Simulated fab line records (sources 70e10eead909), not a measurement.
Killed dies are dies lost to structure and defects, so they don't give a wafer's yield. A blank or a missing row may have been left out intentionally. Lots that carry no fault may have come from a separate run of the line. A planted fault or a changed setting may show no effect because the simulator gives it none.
Chamber matching	flow nandHarc	NHARC_P_ZERO_WELL_DESCUM_26 on rieDiel-07 has 4 sister chambers
The step chemistry O2, time 3 s. 36 wafers are shown with their chamber, then 12 later ones without.

== WAFERS WITH THEIR CHAMBER ==
wafer	chamber	drypumpMotorCurrentA (A)	oesProductAu (a.u.)	rfVppV (V)
L075.2	3	5.4	0.999	57.5
L075.4	0	6.4	1.011	58.0
L075.6	1	5.4	0.974	59.1
L077.1	3	5.4	0.998	59.3
L077.2	1	5.4	0.998	58.7
L077.3	2	5.8	0.980	58.4
L077.4	0	6.4	1.015	57.8
L077.5	3	5.4	1.007	59.1
L077.6	2	5.8	0.983	57.1
L080.1	1	5.4	1.001	56.7
L080.2	0	6.4	1.015	57.9
L080.6	1	5.4	1.001	58.8
L083.1	1	5.4	0.991	58.3
L083.3	2	5.8	0.988	58.3
L083.5	1	5.4	0.997	58.7
L084.1	2	5.7	0.994	56.9
L084.2	3	5.4	1.004	57.5
L084.4	2	5.8	0.999	58.7
L085.1	2	5.7	0.982	57.5
L085.3	1	5.4	0.997	58.7
L085.5	1	5.4	1.002	58.2
L086.1	2	5.8	0.990	59.1
L086.3	0	6.4	1.001	58.3
L086.6	0	6.4	1.001	56.9
L086.2	1	5.4	0.998	57.0
L086.4	3	5.4	0.995	58.6
L086.5	1	5.4	0.994	57.0
L089.1	1	5.4	0.990	59.0
L089.5	2	5.8	1.000	58.6
L089.6	0	6.4	0.999	56.7
L090.4	1	5.4	0.997	58.6
L090.5	2	5.8	0.991	58.2
L090.6	1	5.4	1.000	56.8
L090.1	3	5.4	1.001	57.6
L090.2	0	6.4	1.017	58.0
L090.3	2	5.8	0.995	59.0

SIGNATURES (averages over the wafers above)
reading	chamber 0	chamber 1	chamber 2	chamber 3	scatter within a chamber
drypumpMotorCurrentA	6.400	5.400	5.780	5.400	0.0224
oesProductAu	1.00843	0.99538	0.99020	1.00067	0.00697
rfVppV	57.657	58.123	58.180	58.267	0.805
Rule: distance of a wafer from a chamber = root of the sum over the readings of ((wafer's reading minus chamber's mean) / reading's scatter) squared. The wafer belongs to the nearest chamber; if the next one is less than 2 further off, it can't be placed. How the scatter is found: for the shown wafers, subtract from each reading the mean of its chamber, square and add these, divide the total by (wafers less chambers), then take the root.

== WAFERS WITHOUT THEIR CHAMBER ==
wafer	drypumpMotorCurrentA (A)	oesProductAu (a.u.)	rfVppV (V)
L091.3	5.8	0.989	57.4
L091.5	6.4	1.006	57.5
L091.6	5.4	0.994	56.4
L094.3	5.8	0.992	56.4
L094.4	5.4	0.996	57.7
L094.6	5.4	1.002	57.2
L094.1	6.4	1.014	58.3
L094.2	5.4	0.998	57.8
L094.5	5.8	0.993	57.8
L095.2	5.8	0.993	57.6
L095.4	5.4	1.003	58.2
L095.6	5.4	1.000	57.6

== WHICH CHAMBER EACH WENT THROUGH ==
wafer	from the rows above	in truth
L091.3	2	2
L091.5	0	0
L091.6	can't be placed: 1 or 3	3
L094.3	2	2
L094.4	can't be placed: 1 or 3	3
L094.6	can't be placed: 3 or 1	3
L094.1	0	0
L094.2	can't be placed: 1 or 3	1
L094.5	2	2
L095.2	2	2
L095.4	can't be placed: 3 or 1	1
L095.6	can't be placed: 3 or 1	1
Correct placement for 6 of the 12. Can't be placed from these rows: 6 (the true chamber is among the candidates in 6). Placed wrongly: 0.
